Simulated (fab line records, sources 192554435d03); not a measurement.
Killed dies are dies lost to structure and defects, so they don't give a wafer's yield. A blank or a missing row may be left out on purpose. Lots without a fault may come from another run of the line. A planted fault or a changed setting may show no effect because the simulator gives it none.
Chamber matching | flow n5_finfet | N5_MOL_CONTACT_COAG_ETCH_65 on rie_diel-01: 4 sister chambers
The step etches underlayer in N2/H2, target depth 13 nm, time 10.4 s. 18 wafers are shown with their chamber, then 9 later ones without.

WAFERS WITH THEIR CHAMBER
wafer  | chamber | drypump_motor_current_A (A) | showerhead_plenum_p_Torr (Torr) | throttle_valve_pct (%)
L074.2 | 1       | 5.1                         | 2.64                            | 17.86
L074.3 | 0       | 5.8                         | 2.54                            | 17.67
L074.4 | 2       | 4.8                         | 2.45                            | 17.99
L075.2 | 1       | 5.1                         | 2.64                            | 17.85
L075.4 | 2       | 4.8                         | 2.45                            | 18.01
L075.5 | 1       | 5.1                         | 2.64                            | 17.86
L081.1 | 1       | 5.1                         | 2.63                            | 17.87
L081.2 | 0       | 5.8                         | 2.54                            | 17.70
L081.3 | 2       | 4.8                         | 2.44                            | 18.01
L082.1 | 0       | 5.8                         | 2.54                            | 17.71
L082.2 | 2       | 4.8                         | 2.44                            | 18.04
L082.6 | 3       | 6.2                         | 2.69                            | 17.50
L085.2 | 2       | 4.8                         | 2.44                            | 18.04
L085.3 | 3       | 6.2                         | 2.69                            | 17.52
L085.6 | 2       | 4.8                         | 2.44                            | 18.03
L086.2 | 1       | 5.0                         | 2.62                            | 17.91
L086.3 | 3       | 6.2                         | 2.68                            | 17.50
L086.4 | 0       | 5.8                         | 2.53                            | 17.72

SIGNATURES (means of the wafers above)
reading                  | chamber 0 | chamber 1 | chamber 2 | chamber 3 | scatter within a chamber
drypump_motor_current_A  | 5.800     | 5.080     | 4.800     | 6.200     | 0.0239
showerhead_plenum_p_Torr | 2.5375    | 2.6340    | 2.4433    | 2.6867    | 0.00652
throttle_valve_pct       | 17.7000   | 17.8700   | 18.0200   | 17.5067   | 0.0205
Rule: a wafer's distance from a chamber is the root of the sum, over the readings, of the square of ((its reading less the chamber's mean) divided by the reading's scatter). The wafer belongs to the nearest chamber; if the next one is less than 2 further off, it can't be placed. The scatter: the root of (the sum of the squares of (reading less its chamber's mean) over the shown wafers, divided by (wafers less chambers)).

WAFERS WITHOUT THEIR CHAMBER
wafer  | drypump_motor_current_A (A) | showerhead_plenum_p_Torr (Torr) | throttle_valve_pct (%)
L088.1 | 4.8                         | 2.44                            | 18.05
L088.2 | 5.0                         | 2.62                            | 17.93
L088.5 | 4.8                         | 2.44                            | 18.04
L093.2 | 5.8                         | 2.52                            | 17.75
L093.4 | 5.8                         | 2.52                            | 17.75
L093.6 | 4.8                         | 2.43                            | 18.05
L096.1 | 4.8                         | 2.43                            | 18.09
L096.2 | 6.2                         | 2.68                            | 17.52
L096.3 | 5.8                         | 2.52                            | 17.75

WHICH CHAMBER EACH WENT THROUGH
wafer  | from the rows above | in truth
L088.1 | 2                   | 2
L088.2 | 1                   | 1
L088.5 | 2                   | 2
L093.2 | 0                   | 0
L093.4 | 0                   | 0
L093.6 | 2                   | 2
L096.1 | 2                   | 2
L096.2 | 3                   | 3
L096.3 | 0                   | 0
Placed correctly: 9 of 9. Can't be placed from these rows: 0. Placed wrongly: 0.
